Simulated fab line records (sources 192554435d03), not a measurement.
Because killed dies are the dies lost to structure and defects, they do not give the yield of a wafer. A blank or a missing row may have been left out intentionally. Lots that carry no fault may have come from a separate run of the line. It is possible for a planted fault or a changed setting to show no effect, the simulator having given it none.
A lot that was struck, set against a sound lot + flow n5-finfet + 15 steps out of a route of 1938
Sound: wafers L872.2, L872.3, L872.4. Struck: wafer L876.2 (left out: L876.5, L876.6 of the same lot, which were not struck); the cause appears at the end.
For every step that has rows: the tool of each side, followed by ch and its chambers, followed by its first start. Under that, the readings that differ: sound wafers + struck wafers + difference of the means + sigmas: that difference in standard deviations of wafers without a fault.
alike: readings whose means differ by less than 2 such deviations, and words and numbers that are the same on both sides. not compared: withheld readings, readings that some wafer has no value for, bounds like >300 that may hide the same value, and numbers for which the record gives no deviation and whose values overlap.
Wherever a step has rows on one side only, a row that says differs or no value, or a row with sigmas, the two part there. When numbers do not overlap yet have no deviation, they are printed without sigmas and do not part them. A reading missing from all wafers of one side parts the sides only when that side holds two or more wafers.

first, 4 steps without rows for these wafers: N5_BEOL_M10_SOFTBAKE_06 (time 60 s); N5_BEOL_M10_EXPOSE_08 (exposes mask M10); N5_BEOL_M10_PEB_09 (peb time 60 s); N5_BEOL_M10_DEVELOP_10 (develop time 30 s).
N5_BEOL_M10_CD_MEAS_11: the cd target is 64.1 nm.
  sound on cd-sem-03 ch 0, day 12 06:41; struck on cd-sem-01 ch 0, day 12 21:37
| reading    | sound          | struck | difference | sigmas |
|------------|----------------|--------|------------|--------|
| cd-nm (nm) | 63.0 63.8 63.3 | 64.7   | +1.3       | +3     |
N5_BEOL_M10_OVL_MEAS_12:
  sound on overlay-02 ch 0, day 12 06:43; struck on overlay-02 ch 0, day 12 21:39
  alike: M10_OVL
N5_BEOL_M10_INSPECT_13: inspects for defects (brightfield).
  struck on defect-inspect-01, day 12 21:40; sound on defect-inspect-02, day 12 06:44
  alike: raw-defect-count
N5_BEOL_M10_DESCUM_16: chemistry O2, time 7.9 s.
  sound on rie-diel-05 ch 1,2,3, day 12 06:47; struck on rie-diel-05 ch 2, day 12 21:47
  alike: bias-power-w, drypump-motor-current-A, oes-product-au, rf-vpp-V, showerhead-plenum-p-Torr, throttle-valve-pct
  not compared: rf-hours-counter-h
N5_BEOL_M10_ETCH_61: etches SiARC in CF4, target depth 39 nm, time 65 s.
  sound on rie-diel-05 ch 1,2,3, day 12 06:50; struck on rie-diel-05 ch 2, day 12 21:49
  alike: bias-w, drypump-motor-current-A, etch-rf-on-time-s, mfc-ar-sccm, oes-product-au, rf-vpp-V, showerhead-plenum-p-Torr, throttle-valve-pct
  not compared: rf-hours-counter-h
N5_BEOL_M10_ETCH_62: etches SOC in N2/H2, target depth 110 nm, overetch 22 nm, time 165 s.
  sound on rie-diel-05 ch 1,2,3, day 12 06:53; struck on rie-diel-05 ch 2, day 12 21:52
  alike: bias-w, drypump-motor-current-A, oes-product-au, rf-vpp-V, showerhead-plenum-p-Torr, throttle-valve-pct
  not compared: rf-hours-counter-h
then, 1 step without rows for these wafers: N5_BEOL_M10_STRIP_68 (strips in N2/H2).
N5_BEOL_M10_STRIP_67: strips in CF4.
  sound on rie-diel-05 ch 1,2,3, day 12 07:01; struck on rie-diel-05 ch 2, day 12 22:01
  alike: bias-power-w, drypump-motor-current-A, oes-product-au, rf-vpp-V, showerhead-plenum-p-Torr, throttle-valve-pct
  not compared: rf-hours-counter-h
N5_BEOL_M10_HM_OPEN_17: chemistry Cl2/BCl3, target TiN, target depth 20 nm, overetch 6 nm.
  sound on rie-metal-03 ch 0,1, day 12 07:04; struck on rie-metal-03 ch 0, day 12 22:04
| reading                                   | sound             | struck | difference | sigmas |
|-------------------------------------------|-------------------|--------|------------|--------|
| bias-w (W)                                | 126.9 126.0 126.3 | 125.5  | -0.9       | -2     |
| model.SOC_of_BEOL_M10_COAT_59.thk-nm (nm) | 92.4 92.4 91.8    | 93.8   | +1.6       |        |
  alike: drypump-motor-current-A, mfc-ar-sccm, oes-product-au, throttle-valve-pct
  not compared: rf-hours-counter-h
N5_BEOL_M10_STRIP_19: strips in O2.
  sound on rie-diel-06 ch 1,3, day 12 07:10; struck on rie-diel-06 ch 1, day 12 22:10
  alike: drypump-motor-current-A, oes-product-au, rf-vpp-V, showerhead-plenum-p-Torr, throttle-valve-pct
  not compared: rf-hours-counter-h
-- record jumps: 2 days separate the struck wafers' starts on either side; left off in module BEOL_M10, taken up again in module PASSIVATION, whose first shown step is the route's number 1936 --
N5_PASSIVATION_PROBE_49:
  struck on prober-02, day 15 09:59; sound on prober-01, day 14 12:54
| reading         | sound    | struck | difference | sigmas |
|-----------------|----------|--------|------------|--------|
| killed_at_M4_up | 31 23 25 | 8      | -18        | -3     |
  alike: defect-limited-yield, killed_at_M0_to_M3, killed-at-contacts, killed-at-front-end, killed-at-other, killed-dies, killed-open, killed-short, sort_bin_4_leakage, sort_bin_5_function, sort_bin_6_memory, sort_bin_8_speed, sort-n-pass, sort-yield-pct

== WHERE THEY PART ==
First at N5_BEOL_M10_CD_MEAS_11; last, within this record, at N5_PASSIVATION_PROBE_49.

WHY: what had been put in by the simulator
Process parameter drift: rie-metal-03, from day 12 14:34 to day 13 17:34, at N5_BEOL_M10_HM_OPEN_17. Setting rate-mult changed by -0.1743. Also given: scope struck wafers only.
